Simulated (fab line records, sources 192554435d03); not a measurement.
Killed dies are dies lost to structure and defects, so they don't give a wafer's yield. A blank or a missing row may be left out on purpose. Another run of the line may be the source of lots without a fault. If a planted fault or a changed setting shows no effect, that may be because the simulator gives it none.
Which tool did it? :: flow n5Finfet :: 24 lots, 72 wafers sampled, at 2 steps of a route of 1938

== WHAT THE GAUGES SHOWED, per wafer ==
N5_DUMMY_GATE_CD_MEAS_15 targets a cd of 25.8 nm.
lot: L074
measured: day 2 23:46
on: cdSem-03
cdNm (nm): 25.21 25.08 24.94

lot: L075
measured: day 3 06:32
on: cdSem-02
cdNm (nm): 25.18 25.39 25.05

lot: L076
measured: day 3 12:14
on: cdSem-03
cdNm (nm): 25.06 25.12 24.87

lot: L077
measured: day 3 17:50
on: cdSem-01
cdNm (nm): 24.69 25.23 25.28

lot: L078
measured: day 3 21:20
on: cdSem-03
cdNm (nm): 25.00 25.29 24.40

lot: L079
measured: day 4 03:57
on: cdSem-02
cdNm (nm): 24.93 25.15 24.90

lot: L080
measured: day 4 09:19
on: cdSem-03
cdNm (nm): 25.03 24.86 25.16

lot: L081
measured: day 4 15:12
on: cdSem-03
cdNm (nm): 24.83 24.59 24.87

lot: L082
measured: day 5 00:41
on: cdSem-01
cdNm (nm): 24.90 24.63 25.12

lot: L083
measured: day 5 07:03
on: cdSem-03
cdNm (nm): 25.15 25.21 25.11

lot: L084
measured: day 5 11:39
on: cdSem-02
cdNm (nm): 24.96 24.94 24.92

lot: L085
measured: day 5 16:47
on: cdSem-02
cdNm (nm): 25.13 25.00 24.96

lot: L086
measured: day 5 21:40
on: cdSem-01
cdNm (nm): 25.20 25.47 25.07

lot: L087
measured: day 6 03:41
on: cdSem-03
cdNm (nm): 24.95 24.62 25.23

lot: L088
measured: day 6 11:59
on: cdSem-03
cdNm (nm): 25.52 25.18 25.45

lot: L089
measured: day 6 16:50
on: cdSem-02
cdNm (nm): 24.53 25.36 24.96

lot: L090
measured: day 6 20:28
on: cdSem-02
cdNm (nm): 25.24 24.90 25.13

lot: L091
measured: day 7 04:20
on: cdSem-01
cdNm (nm): 24.84 25.27 25.03

lot: L092
measured: day 7 09:38
on: cdSem-01
cdNm (nm): 25.18 25.18 25.18

lot: L093
measured: day 7 17:32
on: cdSem-01
cdNm (nm): 24.68 24.92 25.20

lot: L094
measured: day 7 23:57
on: cdSem-01
cdNm (nm): 24.98 24.92 25.66

lot: L095
measured: day 8 09:15
on: cdSem-03
cdNm (nm): 24.71 25.05 25.23

lot: L097
measured: day 8 18:00
on: cdSem-02
cdNm (nm): 25.16 24.73 24.86

lot: L096
measured: day 8 18:59
on: cdSem-01
cdNm (nm): 25.30 25.17 25.02

N5_SD_EPI_N_CD_MEAS_09 targets a cd of 120 nm.
lot: L074
measured: day 3 02:43
on: cdSem-02
cdNm (nm): 119.4 119.6 119.2

lot: L075
measured: day 3 08:49
on: cdSem-02
cdNm (nm): 120.6 120.6 120.3

lot: L076
measured: day 3 14:32
on: cdSem-03
cdNm (nm): 120.7 120.5 120.4

lot: L077
measured: day 3 20:26
on: cdSem-03
cdNm (nm): 120.1 119.3 119.4

lot: L078
measured: day 4 00:53
on: cdSem-02
cdNm (nm): 120.0 120.3 120.3

lot: L079
measured: day 4 06:17
on: cdSem-01
cdNm (nm): 120.8 120.1 121.3

lot: L080
measured: day 4 11:59
on: cdSem-03
cdNm (nm): 118.8 119.1 119.2

lot: L081
measured: day 4 20:10
on: cdSem-03
cdNm (nm): 119.6 119.8 119.2

lot: L082
measured: day 5 04:19
on: cdSem-03
cdNm (nm): 119.6 119.1 120.0

lot: L083
measured: day 5 09:20
on: cdSem-02
cdNm (nm): 119.6 119.1 119.7

lot: L084
measured: day 5 13:56
on: cdSem-02
cdNm (nm): 119.4 119.5 120.2

lot: L085
measured: day 5 19:17
on: cdSem-02
cdNm (nm): 119.2 119.5 118.7

lot: L086
measured: day 5 23:57
on: cdSem-03
cdNm (nm): 120.5 119.8 119.6

lot: L087
measured: day 6 06:06
on: cdSem-02
cdNm (nm): 119.2 118.6 118.9

lot: L088
measured: day 6 14:51
on: cdSem-01
cdNm (nm): 120.2 120.2 119.2

lot: L089
measured: day 6 19:29
on: cdSem-03
cdNm (nm): 119.2 120.1 119.3

lot: L090
measured: day 6 22:49
on: cdSem-01
cdNm (nm): 119.5 119.4 120.3

lot: L091
measured: day 7 06:53
on: cdSem-01
cdNm (nm): 119.3 119.5 119.4

lot: L092
measured: day 7 14:17
on: cdSem-01
cdNm (nm): 121.2 120.4 120.5

lot: L093
measured: day 7 19:49
on: cdSem-03
cdNm (nm): 120.2 120.3 119.7

lot: L094
measured: day 8 02:15
on: cdSem-02
cdNm (nm): 119.4 119.4 120.7

lot: L095
measured: day 8 12:03
on: cdSem-03
cdNm (nm): 120.1 119.0 119.1

lot: L097
measured: day 8 20:15
on: cdSem-02
cdNm (nm): 119.9 119.4 119.3

lot: L096
measured: day 8 21:16
on: cdSem-03
cdNm (nm): 120.2 120.7 120.4

== EACH LOT AND THE TOOL THAT RAN IT (in order: tool; ch and the chambers of the sampled wafers; start) ==
Record: no process step prior to these readings.

== WHAT THE TOOLS THEMSELVES READ (means of the sampled wafers that have a number; where no wafer has one, the mark that the record gives instead) ==
The record holds no such reading with a usual standard deviation.

== THE ANSWER, worked out from the rows above alone ==
Rule: usual is defined by the lots themselves. Put in order of their means at a reading, lots are off if they are a third of the lots or fewer, leave a main group of 4 or more, and stand apart from it by a gap of 3 or more times the standard deviation of the main group's means; of several such gaps the widest counts. The tables above print the reading to a certain number of digits; a main group whose means all agree to those digits is not used. Also off: a lot with no number at a reading for which 4 or more lots have one. Where the step has rows for the other lots, those lots are counted as sound. The gauges are gone through in route order, then the tools' own readings, and for those a lot's mean is taken as printed above. The first step at which some lot is off is used, and at that step the reading that is off furthest; a lot without a number counts as furthest.
No lot is off at any reading shown: from this, nothing can be told.

== WHAT WAS PUT IN BY THE SIMULATOR ==
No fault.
